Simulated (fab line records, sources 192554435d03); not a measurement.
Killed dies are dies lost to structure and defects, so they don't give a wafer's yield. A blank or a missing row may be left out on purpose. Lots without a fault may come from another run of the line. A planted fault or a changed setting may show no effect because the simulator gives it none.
Split-lot experiment | flow n5_finfet | 7 lots, 21 wafers read, on a route of 1938 steps

THE SPLIT
At N5_BEOL_M10_TRENCH_ETCH_37 (etches SiCOH lowk in C4F6/O2, target depth 148.83 nm, time 48 s), the setting time_s was moved away from the recipe's 48 s on 6 of the 21 wafers read, by -15.5% to +20.7%. The other wafers ran this setting at the recipe's value.

FROM THE SPLIT TO THE READING: what the file shows between them, 12 steps
- N5_BEOL_M10_ETCH_41: etches SiCN in CH3F/O2, target depth 42.6 nm, time 86 s
- N5_BEOL_M10_STRIP_77: strips in N2/H2, time 10 s
- N5_BEOL_M10_OCD_MEAS_38
- N5_BEOL_M10_ALD_74: deposits TaN, target thk 2 nm, pulse time 2 s, purge time 3 s (also split here: ald_cycles)
- N5_BEOL_M10_SURFACE_TREAT_76
- N5_BEOL_M10_CVD_75: deposits Co from CCTBA/H2, target thk 2 nm, time 138.9 s
- N5_BEOL_M10_ECD_50: material Cu, target thk 318 nm
- N5_BEOL_M10_ANNEAL_51: time 90 s
- N5_BEOL_M10_CMP_52: polishes, stops on SiCOH lowk, t overpolish 7 s, target thk 140 nm
- N5_BEOL_M10_THK_MEAS_53: measures by xrf
- N5_BEOL_M10_PRE_CLEAN_55: time 15 s
- N5_BEOL_M10_DEP_56: deposits SiCN from 3MS/NH3, target thk 15 nm, time 26.5 s

THE READING
M10_RS, in ohm/sq, at N5_BEOL_M10_RS_MEAS_57 (measures by four-point-probe). Fault-free wafers of this fab line usually give 0.1513 ohm/sq, standard deviation 0.0026 ohm/sq.

wafer  | tool, chamber at the split | time_s as run, s | against the recipe | M10_RS, ohm/sq | against lot-mates on the recipe
L076.3 | rie_diel-06, 2             | 48               | recipe             | 0.1467         | -
L076.4 | rie_diel-06, 3             | 48               | recipe             | 0.1480         | -
L076.6 | rie_diel-06, 3             | 40.54            | -15.5%             | 0.1840         | +0.0367
L090.1 | rie_diel-02, 1             | 48               | recipe             | 0.1488         | -
L090.2 | rie_diel-02, 3             | 56.93            | +18.6%             | 0.1239         | -0.0261
L090.3 | rie_diel-02, 0             | 48               | recipe             | 0.1513         | -
L092.1 | rie_diel-01, 3             | 48               | recipe             | 0.1587         | -
L092.5 | rie_diel-01, 1             | 48               | recipe             | 0.1484         | -
L092.6 | rie_diel-01, 0             | 48               | recipe             | 0.1475         | -
L094.2 | rie_diel-02, 3             | 48               | recipe             | 0.1556         | -
L094.3 | rie_diel-02, 1             | 48               | recipe             | 0.1507         | -
L094.6 | rie_diel-02, 3             | 48               | recipe             | 0.1511         | -
L091.1 | rie_diel-01, 1             | 57.95            | +20.7%             | 0.1199         | -0.0255
L091.3 | rie_diel-01, 0             | 48               | recipe             | 0.1454         | -
L091.6 | rie_diel-01, 1             | 57.95            | +20.7%             | 0.1189         | -0.0265
L095.4 | rie_diel-02, 1             | 48               | recipe             | 0.1486         | -
L095.5 | rie_diel-02, 2             | 48               | recipe             | 0.1514         | -
L095.6 | rie_diel-02, 3             | 48               | recipe             | 0.1532         | -
L096.1 | rie_diel-02, 2             | 48               | recipe             | 0.1522         | -
L096.3 | rie_diel-02, 0             | 51.87            | +8.1%              | 0.1386         | -0.0136
L096.4 | rie_diel-02, 1             | 51.87            | +8.1%              | 0.1356         | -0.0166

THE FIT
A straight line over all 21 wafers: M10_RS changes by -0.00163 ohm/sq for each +1% of time_s; r = -0.97; the points scatter about the line by 0.0037 ohm/sq.
The same after taking each lot's own level away (the mean of its wafers on the recipe; 21 wafers): -0.00155 ohm/sq for each +1%; r = -0.95; scatter 0.0042 ohm/sq.
On that fit, the largest move of time_s shifts the reading by 0.032 ohm/sq.
The lots' own levels span 0.14540 to 0.15247 ohm/sq, that is 2.7 times the standard deviation above.
So the lot-to-lot level changes the slope little: the two slopes agree.
Check: with one of the wafers moved furthest among these (+20.7%) left out of the fit, the line predicts -0.0331 ohm/sq for it against its lot-mates. It came out at -0.0255 ohm/sq against them.

OTHER SPLITS ON THESE WAFERS
These wafers also went through other splits before the reading. Each is held against what the fit with the lots' levels taken away leaves over:
other split on the same wafers | wafers away from the commonest value | r with M10_RS (lot level and that fit taken away)
N5_BEOL_M10_ALD_74 ald_cycles  | 5                                    | -0.07

THE WHOLE CHAIN: every reading that the file lists as answering this split, in the file's order
step                       | what it does                                                       | reading                                                                           | change (the file's fit)                | r (the file's)
N5_BEOL_M10_TRENCH_ETCH_37 | etches SiCOH lowk in C4F6/O2, target depth 148.83 nm, time 48 s    | etch.depth_nm (the simulator's own value, which no gauge read)                    | +1.48 nm for each +1% of the setting   | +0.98
N5_BEOL_M10_TRENCH_ETCH_37 | etches SiCOH lowk in C4F6/O2, target depth 148.83 nm, time 48 s    | BEOL_M10.feature_depth_nm (the simulator's own value, which no gauge read)        | +1.48 nm for each +1% of the setting   | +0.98
N5_BEOL_M10_TRENCH_ETCH_37 | etches SiCOH lowk in C4F6/O2, target depth 148.83 nm, time 48 s    | TiN_of_BEOL_M10_HM_DEP_02.thk_nm (the simulator's own value, which no gauge read) | -0.0458 nm for each +1% of the setting | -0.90
N5_BEOL_M10_OCD_MEAS_38    |                                                                    | trench_depth_nm                                                                   | +1.48 nm for each +1% of the setting   | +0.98
N5_BEOL_M10_CMP_52         | polishes, stops on SiCOH lowk, t overpolish 7 s, target thk 140 nm | Cu_of_BEOL_M10_ECD_50.thk_nm (the simulator's own value, which no gauge read)     | +1.5 nm for each +1% of the setting    | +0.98
N5_BEOL_M10_THK_MEAS_53    | measures by xrf                                                    | M10_THK                                                                           | +1.45 for each +1% of the setting      | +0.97
N5_BEOL_M10_RS_MEAS_57     | measures by four-point-probe                                       | M10_RS                                                                            | -0.00159 for each +1% of the setting   | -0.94

THE FILE'S OWN FIT
M10_RS changes by -0.00159 ohm/sq for each +1% of time_s, r = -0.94.
